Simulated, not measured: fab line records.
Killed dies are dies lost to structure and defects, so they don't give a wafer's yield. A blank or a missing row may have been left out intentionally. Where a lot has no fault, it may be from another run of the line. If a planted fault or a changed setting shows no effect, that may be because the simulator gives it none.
A single fault, viewed from 2 desks ; flow n5-finfet ; each desk holds nothing but its own numbers, with what lay behind them at the end

== METROLOGY DESK ==
What the gauges read, lot by lot, whatever tool the lot ran on: means of the sampled wafers that have a number. A lot is out of limits, marked OUT, if its mean lies more than 4 standard deviations from the usual mean; the brackets give that distance. Only the readings that lie furthest out on some lot appear, 7 of the 10 it has.
Columns: A = DIBL_N at N5_BEOL_M4_RC_MEAS_101, usual 36.9 mV/V; B = DIBL_P at N5_BEOL_M4_RC_MEAS_101, usual 37.1 mV/V; C = IOFF_N at N5_BEOL_M4_RC_MEAS_101, usual 0.17 nA/um; D = ION_N at N5_BEOL_M4_RC_MEAS_101, usual 674 uA/um; E = SS_N at N5_BEOL_M4_RC_MEAS_101, usual 71.7 mV/dec; F = VT_N at N5_BEOL_M4_RC_MEAS_101, usual 249 mV; G = VT_P at N5_BEOL_M4_RC_MEAS_101, usual -250 mV
lot;first seen here;A;B;C;D;E;F;G
L571;day 8 17:02;37.6;37.8;0.16;661;71.4;252;-254
L572;day 9 03:10;36.9;37.9;0.17;677;71.7;249;-247
L573;day 9 14:09;36.0;37.0;0.15;664;71.2;251;-251
L578;day 10 13:26;36.4;37.9;0.17;675;71.0;250;-251
L579;day 10 22:04;39.6;38.5;0.22;689;72.0;244;-253
L582;day 11 01:46;37.6;38.1;0.18;682;72.0;248;-250
L589;day 13 10:24;37.0;34.8;0.16;671;72.0;251;-249
L590;day 13 12:01;37.0;39.8;0.19;679;72.5;248;-249
L591;day 13 14:08;36.7;34.6;0.17;674;71.6;249;-247
This desk's verdict: no lot among the 9 shows anything out of limits.

== THE TOOL OWNER'S DESK: pecvd-01 ==
The tool's own readings at N5_BEOL_M3_PECVD_72 (deposits SiO2 from TEOS/O2, target thk 16 nm, time 18 s): means of the sampled wafers that have a number, for each lot that ran on this tool. A lot is out of limits, marked OUT, if its mean lies more than 4 standard deviations from the usual mean; the brackets give that distance.
Columns: A = heater-power-outer-w at N5_BEOL_M3_PECVD_72, usual 433 W; B = heater-power-w at N5_BEOL_M3_PECVD_72, usual 728 W; C = showerhead-plenum-p-Torr at N5_BEOL_M3_PECVD_72, usual 8.81 Torr; D = throttle-valve-pct at N5_BEOL_M3_PECVD_72, usual 22.1 %
lot;first seen here;A;B;C;D
L572;day 7 18:26;437;726;8.75;20.4
L578;day 9 10:28;413;689;8.80;21.5
L579;day 9 15:54;436;695;8.82;21.4
L582;day 10 04:51;430;699;8.80;21.7
This desk's verdict: no lot among the 4 shows anything out of limits.

== ALL TOGETHER ==
The metrology desk saw nothing out of limits.
The desk of the tool owner found nothing out of limits.

== WHAT THE SIMULATOR HAD PUT IN ==
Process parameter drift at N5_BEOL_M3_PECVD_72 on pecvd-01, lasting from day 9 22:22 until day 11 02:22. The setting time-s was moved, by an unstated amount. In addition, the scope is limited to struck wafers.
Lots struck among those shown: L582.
